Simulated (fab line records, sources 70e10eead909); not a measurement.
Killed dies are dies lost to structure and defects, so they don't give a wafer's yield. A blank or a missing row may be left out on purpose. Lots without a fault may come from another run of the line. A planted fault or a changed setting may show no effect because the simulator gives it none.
A struck lot beside a sound one | flow nand_harc | 12 steps out of a route of 1302
Sound: wafers L856.1, L856.3, L856.5. Struck: wafers L861.2, L861.3, L861.6. The cause comes at the end.
At each step with rows: each side's tool, then ch and its chambers, then its first start. Under that, the readings that differ: sound wafers | struck wafers | difference of the means | sigmas: that difference in standard deviations of wafers without a fault.
alike: readings whose means differ by less than 2 such deviations, and words and numbers that are the same on both sides. not compared: withheld readings, readings that some wafer has no value for, bounds like >300 that may hide the same value, and numbers for which the record gives no deviation and whose values overlap.
The two part at a step that has a row with sigmas, a row that says differs or no value, or rows on one side only. Numbers that don't overlap but have no deviation are shown without sigmas and don't part them. A reading that every wafer of one side lacks parts them only if that side has two wafers or more.

NHARC_A_WL_FILL_ALD_02: deposits TiN, target thk 2 nm, pulse time 3 s, ald cycles 100.
  sound on ald_metal-02 ch 0,3, day 23 09:11; struck on ald_metal-02 ch 0,2, day 25 17:00
  alike: heater_power_w, precursor_pulse_height_rel
NHARC_A_WL_FILL_CVD_03: deposits W, target thk 40 nm, time 279 s.
  sound on cvd_w-02 ch 0,1, day 23 09:41; struck on cvd_w-01 ch 0,1, day 25 17:26
  alike: heater_power_w, throttle_valve_pct
NHARC_A_WL_FILL_ETCHBACK_04: etches the open film in NF3, target depth 60 nm, time 120 s.
  sound on rie_metal-03 ch 0,1, day 23 10:02; struck on rie_metal-03 ch 0,1, day 25 17:50
  alike: drypump_motor_current_A, oes_product_au, run_length_s
  not compared: rf_hours_counter_h
NHARC_A_WL_FILL_ETCHBACK_05: etches the open film in Cl2/BCl3, target depth 22 nm, time 60 s.
  sound on rie_metal-03 ch 0,1, day 23 10:15; struck on rie_metal-03 ch 0,1, day 25 18:02
  alike: drypump_motor_current_A, oes_product_au, run_length_s
  not compared: rf_hours_counter_h
then, 5 steps without rows for these wafers: NHARC_A_WL_FILL_STRIP_27 (strips in N2/H2, time 20 s); NHARC_A_WL_FILL_STRIP_28 (strips in post etch residue remover, time 1200 s); NHARC_A_WL_FILL_PRECLEAN_06 (cleans in DIW, time 300 s); NHARC_A_WL_FILL_SRD_07; NHARC_A_WL_FILL_ANNEAL_08 (time 1800 s).
NHARC_A_WL_FILL_ALD_10: deposits SiO2, target thk 50 nm, pulse time 10 s, ald cycles 500.
  sound on ald_hk-03 ch 0,2, day 23 17:14; struck on ald_hk-02 ch 2,3, day 26 01:44
  alike: heater_power_w, precursor_pulse_height_rel
NHARC_A_WL_FILL_ETCHBACK_16: etches the open film in C4F8/O2/Ar, target depth 120 nm, time 24 s.
  sound on rie_diel-05 ch 0,2,3, day 23 21:22; struck on rie_diel-09 ch 0,1, day 26 06:22
  reading          | sound          | struck         | difference | sigmas
  run_length_s (s) | 45.1 45.9 44.9 | 28.7 26.9 28.8 | -17.2      | -36
  alike: oes_product_au, rf_vpp_V
  not compared: rf_hours_counter_h
then, 1 step without rows for these wafers: NHARC_A_WL_FILL_STRIP_29 (strips in O2, time 20 s).

WHERE THEY PART
Only at NHARC_A_WL_FILL_ETCHBACK_16, within this record.

WHY: what the simulator had put in
Process parameter drift: rie_diel-09, from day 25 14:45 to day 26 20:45, at NHARC_A_WL_FILL_ETCHBACK_16. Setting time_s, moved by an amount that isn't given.
